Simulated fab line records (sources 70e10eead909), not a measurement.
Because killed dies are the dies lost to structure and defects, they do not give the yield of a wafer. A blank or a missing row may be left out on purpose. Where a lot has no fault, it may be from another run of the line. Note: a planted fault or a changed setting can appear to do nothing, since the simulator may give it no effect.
What tool caused it? :: flow nand_harc :: 11 lots with 33 wafers sampled at 5 steps, on a route of 1302 steps

== WHAT THE GAUGES SHOWED, per wafer ==
NHARC_A_CONTACT_CD_MEAS_69 targets a cd of 300 nm.
lot: L142
measured: day 22 18:25
on: cd_sem-01
cd_nm (nm): 300.1 300.6 301.4

lot: L141
measured: day 22 23:17
on: cd_sem-03
cd_nm (nm): 299.8 300.3 300.0

lot: L143
measured: day 23 06:14
on: cd_sem-02
cd_nm (nm): 300.1 299.7 300.2

lot: L145
measured: day 24 15:18
on: cd_sem-01
cd_nm (nm): 300.5 299.7 300.0

lot: L149
measured: day 25 23:35
on: cd_sem-03
cd_nm (nm): 299.8 298.6 299.6

lot: L150
measured: day 26 01:00
on: cd_sem-03
cd_nm (nm): 316.0 317.0 316.6

lot: L153
measured: day 27 21:27
on: cd_sem-03
cd_nm (nm): 312.9 311.9 312.3

lot: L156
measured: day 28 23:47
on: cd_sem-01
cd_nm (nm): 300.4 300.6 301.4

lot: L159
measured: day 29 18:25
on: cd_sem-01
cd_nm (nm): 300.3 301.0 301.6

lot: L157
measured: day 29 20:37
on: cd_sem-01
cd_nm (nm): 299.0 299.5 298.9

lot: L160
measured: day 31 11:50
on: cd_sem-02
cd_nm (nm): 300.1 300.7 300.8

== EACH LOT AND THE TOOL THAT RAN IT (in order: tool; ch and the chambers of the sampled wafers; start) ==
lot: L142
NHARC_A_CONTACT_ETCH_102: rie_diel-04 ch 0,2,3, day 22 12:02
NHARC_A_CONTACT_STRIP_55: rie_diel-04 ch 1,2,3, day 22 17:41 or earlier
NHARC_A_CONTACT_DEP_58: pecvd-03 ch 0,1,2, day 22 17:41
NHARC_A_CONTACT_EXPOSE_66: arfi_scanner-03 ch 0, day 22 18:16

lot: L141
NHARC_A_CONTACT_ETCH_102: rie_diel-05 ch 0,2, day 22 13:46
NHARC_A_CONTACT_STRIP_55: rie_diel-05 ch 1,2, day 22 22:45 or earlier
NHARC_A_CONTACT_DEP_58: pecvd-02 ch 1,2, day 22 22:45
NHARC_A_CONTACT_EXPOSE_66: arfi_scanner-03 ch 0, day 22 23:09

lot: L143
NHARC_A_CONTACT_ETCH_102: rie_diel-09 ch 0,2,3, day 22 23:47
NHARC_A_CONTACT_STRIP_55: rie_diel-09 ch 0,2,3, day 23 05:30 or earlier
NHARC_A_CONTACT_DEP_58: pecvd-03 ch 0,1,2, day 23 05:30
NHARC_A_CONTACT_EXPOSE_66: arfi_scanner-02 ch 0, day 23 06:05

lot: L145
NHARC_A_CONTACT_ETCH_102: rie_diel-05 ch 0,1, day 24 06:34
NHARC_A_CONTACT_STRIP_55: rie_diel-05 ch 2,3, day 24 14:36 or earlier
NHARC_A_CONTACT_DEP_58: pecvd-03 ch 0,1,2, day 24 14:36
NHARC_A_CONTACT_EXPOSE_66: arfi_scanner-02 ch 0, day 24 15:10

lot: L149
NHARC_A_CONTACT_ETCH_102: rie_diel-09 ch 1,2,3, day 25 17:28
NHARC_A_CONTACT_STRIP_55: rie_diel-09 ch 0,1, day 25 22:52 or earlier
NHARC_A_CONTACT_DEP_58: pecvd-03 ch 1,2, day 25 22:52
NHARC_A_CONTACT_EXPOSE_66: arfi_scanner-03 ch 0, day 25 23:27

lot: L150
NHARC_A_CONTACT_ETCH_102: rie_diel-09 ch 2,3, day 25 20:22
NHARC_A_CONTACT_STRIP_55: rie_diel-09 ch 2,3, day 26 00:16 or earlier
NHARC_A_CONTACT_DEP_58: pecvd-04 ch 0,1,2, day 26 00:16
NHARC_A_CONTACT_EXPOSE_66: arfi_scanner-02 ch 0, day 26 00:52

lot: L153
NHARC_A_CONTACT_ETCH_102: rie_diel-05 ch 1,2,3, day 27 14:25
NHARC_A_CONTACT_STRIP_55: rie_diel-05 ch 0,1,3, day 27 20:46 or earlier
NHARC_A_CONTACT_DEP_58: pecvd-03 ch 0,1, day 27 20:46
NHARC_A_CONTACT_EXPOSE_66: arfi_scanner-02 ch 0, day 27 21:19

lot: L156
NHARC_A_CONTACT_ETCH_102: rie_diel-09 ch 1,3, day 28 19:09
NHARC_A_CONTACT_STRIP_55: rie_diel-09 ch 0,2, day 28 23:04 or earlier
NHARC_A_CONTACT_DEP_58: pecvd-02 ch 0,1,2, day 28 23:04
NHARC_A_CONTACT_EXPOSE_66: arfi_scanner-01 ch 0, day 28 23:38

lot: L159
NHARC_A_CONTACT_ETCH_102: rie_diel-05 ch 1,2,3, day 29 13:23
NHARC_A_CONTACT_STRIP_55: rie_diel-05 ch 0,2,3, day 29 17:49 or earlier
NHARC_A_CONTACT_DEP_58: pecvd-03 ch 0,1,2, day 29 17:49
NHARC_A_CONTACT_EXPOSE_66: arfi_scanner-01 ch 0, day 29 18:16

lot: L157
NHARC_A_CONTACT_ETCH_102: rie_diel-04 ch 1,3, day 29 14:59
NHARC_A_CONTACT_STRIP_55: rie_diel-04 ch 1,2,3, day 29 19:52 or earlier
NHARC_A_CONTACT_DEP_58: pecvd-03 ch 1,2, day 29 19:52
NHARC_A_CONTACT_EXPOSE_66: arfi_scanner-03 ch 0, day 29 20:28

lot: L160
NHARC_A_CONTACT_ETCH_102: rie_diel-09 ch 2,3, day 31 02:12
NHARC_A_CONTACT_STRIP_55: rie_diel-09 ch 0,2,3, day 31 11:08 or earlier
NHARC_A_CONTACT_DEP_58: pecvd-04 ch 0,1,2, day 31 11:08
NHARC_A_CONTACT_EXPOSE_66: arfi_scanner-01 ch 0, day 31 11:42
- NHARC_A_CONTACT_ETCH_102: etches the open film in CF4/O2, target depth 100 nm, overetch 10 nm, time 55 s.
- NHARC_A_CONTACT_STRIP_55: strips in O2.
- NHARC_A_CONTACT_DEP_58: deposits SiON, target thk 90 nm.
- NHARC_A_CONTACT_EXPOSE_66: exposes mask A CC 2.

== THE ANSWER, worked out from the rows above alone ==
Rule: the lots themselves supply what counts as usual. Put in order of their means at a reading, lots are off if they are a third of the lots or fewer, leave a main group of 4 or more, and stand apart from it by a gap of 3 or more times the standard deviation of the main group's means; of several such gaps the widest counts. Not used: any main group whose means are identical at the precision the tables above print for the reading. A lot without any number at a reading at which 4 lots or more have one is off too. The other lots that the step has rows for count as sound.
Off, at NHARC_A_CONTACT_CD_MEAS_69 on cd_nm: L150, L153. The main group: mean 300.2 nm, standard deviation 0.6.
If a tool, at a process step before that reading, ran all the lots that are off and no sound lot after the first of them, it fits. Those tools and the gauges at NHARC_A_CONTACT_CD_MEAS_69 are tried in the same way. NHARC_A_CONTACT_STRIP_55: start missing for some lots; hours and lot order therefore follow NHARC_A_CONTACT_DEP_58. Can't be told from this: 2 tools fit, arfi_scanner-02 at NHARC_A_CONTACT_EXPOSE_66, cd_sem-03 at NHARC_A_CONTACT_CD_MEAS_69.

== WHAT HAD BEEN PUT IN BY THE SIMULATOR ==
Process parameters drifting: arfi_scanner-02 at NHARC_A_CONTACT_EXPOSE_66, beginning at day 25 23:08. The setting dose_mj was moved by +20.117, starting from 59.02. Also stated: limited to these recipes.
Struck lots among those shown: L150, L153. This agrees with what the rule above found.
